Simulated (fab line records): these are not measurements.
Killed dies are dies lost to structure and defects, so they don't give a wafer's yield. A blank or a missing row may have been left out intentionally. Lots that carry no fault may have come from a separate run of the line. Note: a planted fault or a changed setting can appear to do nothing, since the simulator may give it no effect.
Chamber matching || flow n5-finfet || N5_BEOL_M3_ETCH_63 on rie-diel-03 has 3 sister chambers
The step etches SiARC in CF4, target depth 15.6 nm, time 26 s. 3 wafers are shown with their chamber, then 6 later ones without.

EACH WAFER AND ITS CHAMBER
{"wafer": "L088.2", "chamber": 3, "showerhead-plenum-p-Torr (Torr)": 2.11}
{"wafer": "L088.4", "chamber": 1, "showerhead-plenum-p-Torr (Torr)": 2.04}
{"wafer": "L088.5", "chamber": 0, "showerhead-plenum-p-Torr (Torr)": 2.19}

WAFERS MISSING THEIR CHAMBER
{"wafer": "L090.4", "showerhead-plenum-p-Torr (Torr)": 2.04}
{"wafer": "L090.6", "showerhead-plenum-p-Torr (Torr)": 2.19}
{"wafer": "L094.2", "showerhead-plenum-p-Torr (Torr)": 2.03}
{"wafer": "L094.4", "showerhead-plenum-p-Torr (Torr)": 2.10}
{"wafer": "L094.5", "showerhead-plenum-p-Torr (Torr)": 2.03}
{"wafer": "L095.5", "showerhead-plenum-p-Torr (Torr)": 2.03}

WHICH CHAMBER EACH ONE RAN IN
{"wafer": "L090.4", "from the rows above": 1, "in truth": 1}
{"wafer": "L090.6", "from the rows above": 0, "in truth": 0}
{"wafer": "L094.2", "from the rows above": 1, "in truth": 1}
{"wafer": "L094.4", "from the rows above": 3, "in truth": 3}
{"wafer": "L094.5", "from the rows above": 1, "in truth": 1}
{"wafer": "L095.5", "from the rows above": 1, "in truth": 1}
Placed correctly: 6 of 6. Not placeable from these rows: 0. 0 placed wrongly.
How it was worked out, from the rows above alone: a wafer's distance from a chamber is the root of the sum, over the readings, of the square of ((its reading less the chamber's mean) divided by the reading's scatter). If the next closest chamber is less than 2 further off than the closest, the wafer can't be placed; otherwise it belongs to the closest. Each chamber's mean is taken over the wafers shown for it. The scatter (one wafer shown for each chamber): square how far every hidden wafer sits from the nearest shown wafer, average those squares and take the square root.
